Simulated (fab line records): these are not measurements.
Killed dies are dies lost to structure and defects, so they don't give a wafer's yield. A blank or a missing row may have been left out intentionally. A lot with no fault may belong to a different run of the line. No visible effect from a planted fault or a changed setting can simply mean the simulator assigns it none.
Chamber matching    flow n5 finfet    rie diel-01 running N5_HKMG_FIN_ETCH_35: 4 sister chambers
The step etches SOC in N2/H2, target depth 215.8 nm, time 243.4 s. 4 wafers are shown with their chamber, then 12 later ones without.

== WAFERS, EACH WITH ITS CHAMBER ==
wafer   chamber  showerhead plenum p Torr (Torr)
L085.3  3        2.57
L089.2  1        2.54
L089.3  2        2.60
L089.5  0        2.49

== WAFERS WITHOUT THEIR CHAMBER ==
wafer   showerhead plenum p Torr (Torr)
L091.1  2.54
L091.3  2.49
L091.6  2.56
L092.1  2.60
L092.2  2.54
L092.6  2.60
L094.1  2.53
L094.2  2.48
L094.3  2.56
L096.2  2.48
L096.3  2.56
L096.6  2.53

== EACH ONE'S CHAMBER ==
wafer   from the rows above      in truth
L091.1  1                        1
L091.3  0                        0
L091.6  can't be placed: 3 or 1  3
L092.1  2                        2
L092.2  1                        1
L092.6  2                        2
L094.1  1                        1
L094.2  0                        0
L094.3  can't be placed: 3 or 1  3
L096.2  0                        0
L096.3  can't be placed: 3 or 1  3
L096.6  1                        1
Correctly placed: 9 of 12. Not placeable from these rows: 3 (in 3, the candidates include the true chamber). Placed wrongly: 0.
How it was worked out, from the rows above alone: a wafer's distance from a chamber is the root of the sum, over the readings, of the square of ((its reading less the chamber's mean) divided by the reading's scatter). The wafer belongs to the nearest chamber; if the next one is less than 2 further off, it can't be placed. The mean given for a chamber averages the wafers shown for that chamber. The scatter: root of mean squared gap, hidden wafer to nearest shown wafer, with one shown wafer a chamber.
